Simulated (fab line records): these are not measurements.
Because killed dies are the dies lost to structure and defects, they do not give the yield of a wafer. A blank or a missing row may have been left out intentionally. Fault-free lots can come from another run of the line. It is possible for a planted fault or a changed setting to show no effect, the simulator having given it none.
Matching of chambers / flow nand_harc / rie_diel-01 running NHARC_A_STAIRCASE_DESCUM_168: 4 sister chambers
The step chemistry O2, time 3 s. 4 wafers are shown with their chamber, then 8 later ones without.

WAFERS, EACH WITH ITS CHAMBER
wafer=L087.2; chamber=2; drypump_motor_current_A (A)=5.7
wafer=L088.1; chamber=1; drypump_motor_current_A (A)=5.7
wafer=L088.4; chamber=3; drypump_motor_current_A (A)=5.1
wafer=L089.3; chamber=0; drypump_motor_current_A (A)=6.2

WAFERS WHOSE CHAMBER IS MISSING
wafer=L089.4; drypump_motor_current_A (A)=5.1
wafer=L089.5; drypump_motor_current_A (A)=5.7
wafer=L094.2; drypump_motor_current_A (A)=6.2
wafer=L094.5; drypump_motor_current_A (A)=5.2
wafer=L094.6; drypump_motor_current_A (A)=5.7
wafer=L096.1; drypump_motor_current_A (A)=5.6
wafer=L096.3; drypump_motor_current_A (A)=6.2
wafer=L096.6; drypump_motor_current_A (A)=5.6

CHAMBER TAKEN BY EACH
wafer=L089.4; from the rows above=3; in truth=3
wafer=L089.5; from the rows above=can't be placed: 1 or 2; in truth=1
wafer=L094.2; from the rows above=0; in truth=0
wafer=L094.5; from the rows above=3; in truth=3
wafer=L094.6; from the rows above=can't be placed: 1 or 2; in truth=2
wafer=L096.1; from the rows above=can't be placed: 1 or 2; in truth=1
wafer=L096.3; from the rows above=0; in truth=0
wafer=L096.6; from the rows above=can't be placed: 1 or 2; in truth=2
Correctly placed: 4 of 8. From these rows, 4 cannot be placed; in 4 the true chamber is one of the candidates. Placed wrongly: 0.
How it was worked out, from the rows above alone: a wafer's distance from a chamber is the root of the sum, over the readings, of the square of ((its reading less the chamber's mean) divided by the reading's scatter). The wafer belongs to the nearest chamber; if the next one is less than 2 further off, it can't be placed. Each chamber's mean is taken over the wafers shown for it. The scatter: root of mean squared gap, hidden wafer to nearest shown wafer, with one shown wafer a chamber.
